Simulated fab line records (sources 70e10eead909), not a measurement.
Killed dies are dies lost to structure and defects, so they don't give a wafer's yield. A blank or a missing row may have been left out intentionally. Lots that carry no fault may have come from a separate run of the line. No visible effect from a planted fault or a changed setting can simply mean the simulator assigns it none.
Chamber matching	flow nand_harc	cmp-01 running NHARC_A_WL_FILL_CMP_12: 4 sister chambers
The step polishes, t overpolish 30 s, target thk 75 nm. 14 wafers are shown with their chamber, then 7 later ones without.

== WAFERS PAIRED WITH THEIR CHAMBERS ==
wafer	chamber	time_to_endpoint_s (s)	edge_zone_pressure_frac	motor_current_A (A)
L076.1	0	14.6	1.003	10.8
L076.2	1	11.5	0.997	11.8
L076.6	0	15.4	0.996	11.8
L081.2	3	11.7	1.010	11.6
L081.3	1	14.3	1.004	12.2
L081.5	1	12.9	1.001	11.3
L084.1	2	17.4	1.000	12.0
L084.2	0	13.8	0.998	11.5
L084.6	2	15.9	1.003	11.4
L089.1	1	13.6	0.994	11.9
L089.2	0	14.4	0.996	11.3
L089.3	3	14.0	1.002	11.7
L096.2	1	13.7	0.997	11.4
L096.3	0	12.6	1.003	11.5

SIGNATURES, as means of the wafers listed above
reading	chamber 0	chamber 1	chamber 2	chamber 3	scatter within a chamber
time_to_endpoint_s	14.160	13.200	16.650	12.850	1.13
edge_zone_pressure_frac	0.99920	0.99860	1.00150	1.00600	0.00385
motor_current_A	11.380	11.720	11.700	11.650	0.358
Rule: distance of a wafer from a chamber = root of the sum over the readings of ((wafer's reading minus chamber's mean) / reading's scatter) squared. If the next closest chamber is less than 2 further off than the closest, the wafer can't be placed; otherwise it belongs to the closest. The scatter: the root of (the sum of the squares of (reading less its chamber's mean) over the shown wafers, divided by (wafers less chambers)).

== WAFERS MISSING THEIR CHAMBER ==
wafer	time_to_endpoint_s (s)	edge_zone_pressure_frac	motor_current_A (A)
L096.6	13.4	1.006	12.1
L097.1	14.6	1.004	11.7
L097.2	11.9	1.003	11.3
L097.4	14.6	1.002	11.7
L095.1	14.1	1.006	11.4
L095.2	12.1	1.010	12.0
L095.5	10.6	1.001	11.6

== WHICH CHAMBER EACH ONE RAN IN ==
wafer	from the rows above	in truth
L096.6	can't be placed: 3 or 1 or 0 or 2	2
L097.1	can't be placed: 0 or 3 or 1 or 2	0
L097.2	can't be placed: 3 or 1 or 0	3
L097.4	can't be placed: 0 or 1 or 2 or 3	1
L095.1	can't be placed: 3 or 0 or 1 or 2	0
L095.2	can't be placed: 3 or 1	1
L095.5	can't be placed: 3 or 1 or 0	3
0 of 7 placed correctly. Cannot be placed on the basis of these rows: 7; the candidates contain the true chamber in 7. Wrongly placed: 0.
